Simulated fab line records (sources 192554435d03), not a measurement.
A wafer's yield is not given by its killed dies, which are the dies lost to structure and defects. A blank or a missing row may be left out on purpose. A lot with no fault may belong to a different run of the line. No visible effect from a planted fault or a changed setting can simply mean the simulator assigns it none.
Struck lot and sound lot, side by side | flow n5_finfet | 15 out of 1938 route steps
Sound: the wafers L838.1, L838.4, L838.5. Struck: wafer L840.2; the same lot's L840.1 was not struck, so it is left out; see the end for the cause.
Order at every step that has rows: each side's tool, ch and its chambers, its first start. Under that, the readings that differ: sound wafers | struck wafers | difference of the means | sigmas: that difference in standard deviations of wafers without a fault.
alike: readings with means less than 2 such deviations apart, plus words and numbers identical on both sides. not compared: withheld readings, readings lacking a value on some wafer, bounds such as >300 that could conceal the same value, and numbers that have no deviation in the record and whose values overlap.
A row with sigmas, a row that says differs or no value, or rows on one side alone: a step with any of these is where the two part. Non-overlapping numbers with no deviation appear without sigmas and do not part them. Lack of a reading on every wafer of one side parts them only where that side has two or more wafers.

first, 6 steps without rows for these wafers: N5_BEOL_M4_COAT_22 (resist thk 30 nm); N5_BEOL_M4_EBR_24; N5_BEOL_M4_SOFTBAKE_23 (time 60 s); N5_BEOL_M4_EXPOSE_25 (exposes mask V3, defocus 5 nm); N5_BEOL_M4_PEB_26 (peb time 60 s); N5_BEOL_M4_DEVELOP_27 (develop time 30 s).
N5_BEOL_M4_CD_MEAS_28: target cd 26.2 nm, target cd y 24.1 nm.
  sound on cd_sem-02 ch 0, day 8 16:56; struck on cd_sem-03 ch 0, day 8 20:55
  alike: cd_nm
N5_BEOL_M4_OVL_MEAS_29:
  sound on overlay-02 ch 0, day 8 16:58; struck on overlay-02 ch 0, day 8 20:56
  alike: V3_OVL
N5_BEOL_M4_INSPECT_30: inspects for defects (brightfield).
  sound on defect_inspect-01, day 8 17:02; struck on defect_inspect-01, day 8 21:00
  alike: raw_defect_count
N5_BEOL_M4_DESCUM_33: chemistry O2, time 7 s.
  sound on rie_diel-04 ch 1,2, day 8 17:04; struck on rie_diel-04 ch 1, day 8 21:02
  alike: drypump_motor_current_A, oes_product_au, rf_vpp_V, showerhead_plenum_p_Torr, throttle_valve_pct
  not compared: rf_hours_counter_h
N5_BEOL_M4_ETCH_77: etches underlayer in N2/H2, target depth 6.5 nm, time 5.2 s.
  sound on rie_diel-04 ch 1,2, day 8 17:06; struck on rie_diel-04 ch 1, day 8 21:04
  alike: drypump_motor_current_A, etch_rf_on_time_s, oes_product_au, rf_vpp_V, showerhead_plenum_p_Torr, throttle_valve_pct
  not compared: rf_hours_counter_h
N5_BEOL_M4_ETCH_69: etches SiARC in CF4, target depth 15.6 nm, time 26 s.
  sound on rie_diel-04 ch 1,2, day 8 17:07; struck on rie_diel-04 ch 1, day 8 21:05
  alike: drypump_motor_current_A, etch_rf_on_time_s, oes_product_au, rf_vpp_V, showerhead_plenum_p_Torr, throttle_valve_pct
  not compared: rf_hours_counter_h
N5_BEOL_M4_ALD_98: deposits SiO2, target thk 2.5 nm, pulse time 1 s, co reactant pulse time 1 s.
  sound on ald_sin-02 ch 2,3, day 8 17:27; struck on ald_sin-01 ch 3, day 8 21:25
  reading                                  | sound       | struck | difference | sigmas
  ald_cycles                               | 17 17 17    | 11     | -6         |
  heater_power_w (W)                       | 89 90 90    | 73     | -17        | -2
  model.SiO2_of_BEOL_M4_ALD_98.thk_nm (nm) | 2.4 2.6 2.4 | 1.6    | -0.9       |
  alike: precursor_pulse_height_rel
  not compared: susceptor_temp_C
N5_BEOL_M4_ETCHBACK_99: etches SiO2 in CHF3, target depth 5 nm, time 10.4 s.
  sound on rie_diel-05 ch 0,1,3, day 9 12:42; struck on rie_diel-02 ch 1, day 9 11:26
  alike: drypump_motor_current_A, oes_product_au, rf_vpp_V, showerhead_plenum_p_Torr, throttle_valve_pct
  not compared: rf_hours_counter_h
N5_BEOL_M4_RC_MEAS_101:
  sound on prober-02 ch 0, day 9 18:14; struck on prober-01 ch 0, day 9 16:26
  alike: DIBL_N, DIBL_P, IOFF_N, IOFF_P, ION_N, ION_P, SS_N, SS_P, VT_N, VT_P

WHERE THEY PART
Only at N5_BEOL_M4_ALD_98, within this record. Later steps at which nothing parts them and some readings are alike: N5_BEOL_M4_ETCHBACK_99, N5_BEOL_M4_RC_MEAS_101.

WHY: whatever the simulator had introduced
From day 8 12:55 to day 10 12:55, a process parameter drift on ald_sin-01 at N5_BEOL_M4_ALD_98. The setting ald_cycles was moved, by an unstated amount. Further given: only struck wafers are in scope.
